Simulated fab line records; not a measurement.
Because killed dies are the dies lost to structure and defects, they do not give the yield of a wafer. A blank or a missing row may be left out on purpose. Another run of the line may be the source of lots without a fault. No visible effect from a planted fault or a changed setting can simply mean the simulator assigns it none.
Matching of chambers ; flow n5 finfet ; N5_BEOL_M6_CURE_74 on uv cure-03: 3 sister chambers
The step cures SiCOH lowk, time 240 s. 3 wafers are shown with their chamber, then 12 later ones without.

WAFERS WITH THEIR CHAMBER
wafer;chamber;wafer_temp_C_max
L077.5;0;387.6
L078.6;1;385.6
L084.6;2;387.2

WAFERS WITHOUT THEIR CHAMBER
wafer;wafer_temp_C_max
L085.1;385.9
L085.3;385.8
L085.5;385.9
L087.1;387.9
L087.5;387.0
L087.6;387.1
L093.1;387.2
L093.2;387.8
L093.6;387.8
L094.3;387.8
L094.4;388.4
L094.6;387.8

WHICH CHAMBER EACH ONE RAN IN
wafer;from the rows above;in truth
L085.1;1;1
L085.3;1;1
L085.5;1;1
L087.1;can't be placed: 0 or 2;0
L087.5;can't be placed: 2 or 0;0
L087.6;can't be placed: 2 or 0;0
L093.1;can't be placed: 2 or 0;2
L093.2;can't be placed: 0 or 2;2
L093.6;can't be placed: 0 or 2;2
L094.3;can't be placed: 0 or 2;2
L094.4;can't be placed: 0 or 2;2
L094.6;can't be placed: 0 or 2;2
Correct placement for 3 of the 12. Can't be placed from these rows: 9 (the true chamber is among the candidates in 9). 0 placed wrongly.
How it was worked out, from the rows above alone: a wafer's distance from a chamber is the root of the sum, over the readings, of the square of ((its reading less the chamber's mean) divided by the reading's scatter). If the next closest chamber is less than 2 further off than the closest, the wafer can't be placed; otherwise it belongs to the closest. Each chamber's mean is taken over the wafers shown for it. The scatter: with one shown wafer a chamber, the root of the mean of the squares of how far each hidden wafer lies from its nearest shown one.
